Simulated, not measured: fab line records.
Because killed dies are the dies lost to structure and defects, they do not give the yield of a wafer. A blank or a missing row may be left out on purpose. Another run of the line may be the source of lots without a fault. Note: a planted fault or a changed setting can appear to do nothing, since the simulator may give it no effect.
Which tool was responsible?	flow n5 finfet	Sampling: 10 lots, 27 wafers, 6 of 1938 route steps

== WHAT THE GAUGES SHOWED, per wafer ==
N5_BEOL_M4_OVL_MEAS_12. Usual: M4_OVL 0.3 nm, standard deviation 0.71.
lot	measured	on	M4_OVL (nm)	flag
L330	day 8 00:02	overlay-02	0.8 1.3 0.0	
L332	day 9 01:10	overlay-02	0.7 0.1	
L339	day 10 16:46	overlay-02	0.2 0.0	
L340	day 11 11:41	overlay-01	0.8 0.6 -0.2	
L341	day 11 17:28	overlay-01	2.0 1.4 2.2	
L344	day 11 20:49	overlay-01	0.3 0.5 0.7	
L343	day 12 05:19	overlay-02	0.2 0.6 0.4	
L345	day 13 00:05	overlay-01	0.8 0.9	
L352	day 14 11:42	overlay-01	4.1 4.0 3.5	OFF
L351	day 14 17:07	overlay-02	5.2 4.4 5.3	OFF

N5_BEOL_M4_RC_MEAS_101. Usual: DIBL_N 36.5 mV/V, standard deviation 2.1; DIBL_P 36.6 mV/V, standard deviation 2.6; IOFF_N 0.17 nA/um, standard deviation 0.044; IOFF_P 0.21 nA/um, standard deviation 0.048; ION_N 674 uA/um, standard deviation 17; ION_P 462 uA/um, standard deviation 9.5; SS_N 71.6 mV/dec, standard deviation 0.77; SS_P 73.5 mV/dec, standard deviation 0.72; VT_N 250 mV, standard deviation 4.2; VT_P -250 mV, standard deviation 3.9.
lot	measured	on	DIBL_N (mV/V)	DIBL_P (mV/V)	IOFF_N (nA/um)	IOFF_P (nA/um)	ION_N (uA/um)	ION_P (uA/um)	SS_N (mV/dec)	SS_P (mV/dec)	VT_N (mV)	VT_P (mV)	flag
L330	day 9 02:22	prober-02	36.8 34.5 35.9	36.2 33.7 34.8	0.19 0.15 0.18	0.25 0.22 0.22	686 673 683	468 466 469	71.4 71.3 71.5	74.0 73.4 73.4	246 252 245	-245 -247 -249	
L332	day 10 08:25	prober-02	34.9 37.0	33.9 37.6	0.13 0.17	0.17 0.22	671 684	460 468	70.6 71.1	73.4 74.7	255 248	-254 -252	
L339	day 11 12:14	prober-01	36.6 36.9	35.0 35.7	0.16 0.18	0.21 0.22	691 697	467 473	71.0 71.7	73.7 73.7	253 249	-253 -250	
L340	day 12 06:16	prober-01	37.4 37.1 35.6	37.5 36.5 34.6	0.16 0.14 0.12	0.22 0.21 0.18	680 658 665	464 465 464	71.7 72.3 71.1	73.9 73.2 72.7	251 254 255	-249 -248 -251	
L341	day 12 11:43	prober-01	37.5 33.3 39.0	38.5 34.1 39.8	0.20 0.12 0.23	0.23 0.17 0.25	679 659 682	457 454 466	71.9 70.4 72.8	74.0 72.7 74.5	246 252 246	-251 -254 -247	
L344	day 12 13:56	prober-02	34.3 36.0 36.1	33.9 37.2 37.2	0.12 0.16 0.15	0.15 0.21 0.21	659 688 662	451 466 455	71.0 71.6 71.7	73.1 73.3 74.1	258 249 251	-258 -253 -253	
L343	day 13 00:13	prober-01	38.7 38.1 36.4	38.6 38.9 36.6	0.21 0.21 0.16	0.25 0.25 0.21	703 696 677	473 480 455	71.7 71.5 70.9	74.1 73.7 73.3	243 244 248	-249 -248 -250	
L345	day 13 12:56	prober-02	35.9 33.9	32.5 32.2	0.13 0.11	0.17 0.17	642 643	446 449	70.9 70.0	72.0 71.7	254 252	-252 -249	
L352	day 15 03:29	prober-02	34.4 36.6 37.4	33.6 36.6 37.9	0.13 0.17 0.18	0.17 0.22 0.24	667 691 679	457 472 468	70.5 71.7 71.6	72.3 73.8 73.5	250 249 250	-251 -248 -246	
L351	day 15 10:08	prober-02	36.3 37.3 34.7	37.5 39.0 33.1	0.18 0.22 0.14	0.28 0.31 0.19	697 695 648	485 473 451	72.9 72.6 72.8	73.5 73.7 72.3	248 246 257	-246 -241 -251	

== TOOL THAT RAN EACH LOT (tool first, then ch and the chambers of the sampled wafers, then the start) ==
lot	N5_BEOL_M3_SPUTTER_96	N5_BEOL_M3_CMP_52	N5_BEOL_M4_EXPOSE_08	N5_BEOL_M4_STRIP_66
L330	pvd sputter-02, day 7 22:03	cmp-04 ch 0,2,3, day 7 22:37	euv scanner-02 ch 0, day 7 23:52	rie diel-05 ch 1,2,3, day 8 00:27
L332	pvd sputter-01, day 8 23:16	cmp-02 ch 1,2, day 8 23:48	euv scanner-02 ch 0, day 9 01:01	rie diel-04 ch 0,1, day 9 01:27
L339	pvd sputter-01, day 10 11:59	cmp-02 ch 1,3, day 10 12:50	euv scanner-01 ch 0, day 10 16:36	rie diel-04 ch 0,1, day 10 17:04
L340	pvd sputter-03, day 11 09:08	cmp-04 ch 2,3, day 11 09:37	euv scanner-02 ch 0, day 11 11:31	rie diel-01 ch 1,2,3, day 11 12:03
L341	pvd sputter-01, day 11 14:09	cmp-04 ch 0,1,3, day 11 14:48	euv scanner-02 ch 0, day 11 17:17	rie diel-04 ch 0,2,3, day 11 17:50
L344	pvd sputter-01, day 11 17:01	cmp-02 ch 1,3, day 11 17:34	euv scanner-01 ch 0, day 11 20:38	rie diel-05 ch 0,1, day 11 21:58
L343	pvd sputter-01, day 12 02:55	cmp-02 ch 0,1,3, day 12 03:25	euv scanner-01 ch 0, day 12 05:09	rie diel-05 ch 0,1,3, day 12 05:37
L345	pvd sputter-02, day 12 19:53	cmp-02 ch 0,1, day 12 21:05	euv scanner-02 ch 0, day 12 23:56	rie diel-04 ch 1,2, day 13 00:23
L352	pvd sputter-02, day 14 09:14	cmp-03 ch 1,2,3, day 14 09:45	euv scanner-02 ch 0, day 14 11:32	rie diel-04 ch 1,2,3, day 14 12:00
L351	pvd sputter-01, day 14 13:22	cmp-03 ch 0,2, day 14 13:54	euv scanner-02 ch 0, day 14 16:58	rie diel-01 ch 0,1,3, day 14 17:25
- N5_BEOL_M3_SPUTTER_96: material Cu, target thk 4.5 nm, time 8.29 s.
- N5_BEOL_M3_CMP_52: polishes, stops on SiOC, t overpolish 6.8 s, target thk 40 nm.
- N5_BEOL_M4_EXPOSE_08: exposes mask M4.
- N5_BEOL_M4_STRIP_66: strips in CF4.

== WHAT THE TOOLS THEMSELVES READ (means of the sampled wafers that have a number; where no wafer has one, the mark that the record gives instead) ==
N5_BEOL_M3_SPUTTER_96. Usual: throttle valve pct 29.6 %, standard deviation 0.87.
lot	tool	throttle valve pct (%)	flag
L330	pvd sputter-02	30.1	
L332	pvd sputter-01	30.5	
L339	pvd sputter-01	28.5	
L340	pvd sputter-03	29.1	
L341	pvd sputter-01	29.9	
L344	pvd sputter-01	29.3	
L343	pvd sputter-01	30.1	
L345	pvd sputter-02	29.1	
L352	pvd sputter-02	29.5	
L351	pvd sputter-01	29.2	

N5_BEOL_M3_CMP_52. Usual: barrier field endpoint s 24.7 s (standard deviation 0.66); motor current A 6.2 A (standard deviation 0.72); overpolish run s 6.800 s (standard deviation 0.0089); platen rpm 50.00 rpm (standard deviation 0.032); retaining ring pressure frac 1.000 (standard deviation 0.0051); slurry flow ml min 150.0 (standard deviation 0.53); time to endpoint s 63 s (standard deviation 3.8).
lot	tool	barrier field endpoint s (s)	motor current A (A)	overpolish run s (s)	platen rpm (rpm)	retaining ring pressure frac	slurry flow ml min	time to endpoint s (s)	flag
L330	cmp-04	24.9	5.8	6.803	50.00	0.999	149.9	64	
L332	cmp-02	25.0	5.5	6.811	50.04	1.002	150.1	66	
L339	cmp-02	24.7	6.3	6.804	50.05	0.999	150.4	62	
L340	cmp-04	24.9	6.1	6.799	50.04	0.998	150.3	64	
L341	cmp-04	24.8	6.3	6.806	49.98	0.999	150.1	66	
L344	cmp-02	24.6	6.0	6.804	49.99	0.999	149.7	64	
L343	cmp-02	24.6	6.6	6.803	50.01	1.006	149.5	57	
L345	cmp-02	24.4	7.2	6.797	49.97	1.005	149.7	62	
L352	cmp-03	24.7	6.2	6.796	49.99	0.999	150.2	63	
L351	cmp-03	24.6	6.4	6.801	50.03	1.000	149.7	62	

N5_BEOL_M4_STRIP_66. Usual: drypump motor current A 5.6 A, standard deviation 0.43; oes product au 0.76 a.u., standard deviation 0.073; rf fwd power W 292.5 W, standard deviation 0.95; rf vpp V 270.8 V, standard deviation 1.6; showerhead plenum p Torr 1.78 Torr, standard deviation 0.06; throttle valve pct 13.60 %, standard deviation 0.25.
lot	tool	drypump motor current A (A)	oes product au (a.u.)	rf fwd power W (W)	rf vpp V (V)	showerhead plenum p Torr (Torr)	throttle valve pct (%)	flag
L330	rie diel-05	5.7	0.72	292.3	269.6	1.77	13.67	
L332	rie diel-04	6.0	0.73	292.1	269.4	1.75	13.55	
L339	rie diel-04	6.0	0.73	292.4	271.5	1.75	13.58	
L340	rie diel-01	5.3	0.74	291.9	271.2	1.78	13.62	
L341	rie diel-04	5.6	0.78	292.9	270.9	1.77	13.55	
L344	rie diel-05	5.8	0.73	292.4	270.7	1.74	13.69	
L343	rie diel-05	5.5	0.81	292.0	271.3	1.79	13.45	
L345	rie diel-04	5.9	0.76	292.2	270.4	1.77	13.91	
L352	rie diel-04	5.7	0.74	293.1	268.8	1.75	13.85	
L351	rie diel-01	5.7	0.78	292.5	270.5	1.80	13.54	

== THE ANSWER, worked out from the rows above alone ==
Rule: take the mean of a lot's wafers that have a number; if it is more than 3 standard deviations from the usual mean, the lot is off. A lot without any number at a reading at which 4 lots or more have one is off too. Where the step has rows for the other lots, those lots are counted as sound. After the gauges, taken in route order, come the tools' own readings; for these a lot's mean is taken, as printed above. At the first step where some lot is off, the reading lying furthest off is the one used; lots without a number count as furthest.
Off: L352, L351, seen at N5_BEOL_M4_OVL_MEAS_12 (M4_OVL).
If a tool, at a process step before that reading, ran all the lots that are off and no sound lot after the first of them, it fits. Gauges at N5_BEOL_M4_OVL_MEAS_12: tried the same way as those tools. 2 tools fit, cmp-03 at N5_BEOL_M3_CMP_52 and euv scanner-02 at N5_BEOL_M4_EXPOSE_08, so this cannot tell which one it is.

== WHAT THE SIMULATOR PUT IN ==
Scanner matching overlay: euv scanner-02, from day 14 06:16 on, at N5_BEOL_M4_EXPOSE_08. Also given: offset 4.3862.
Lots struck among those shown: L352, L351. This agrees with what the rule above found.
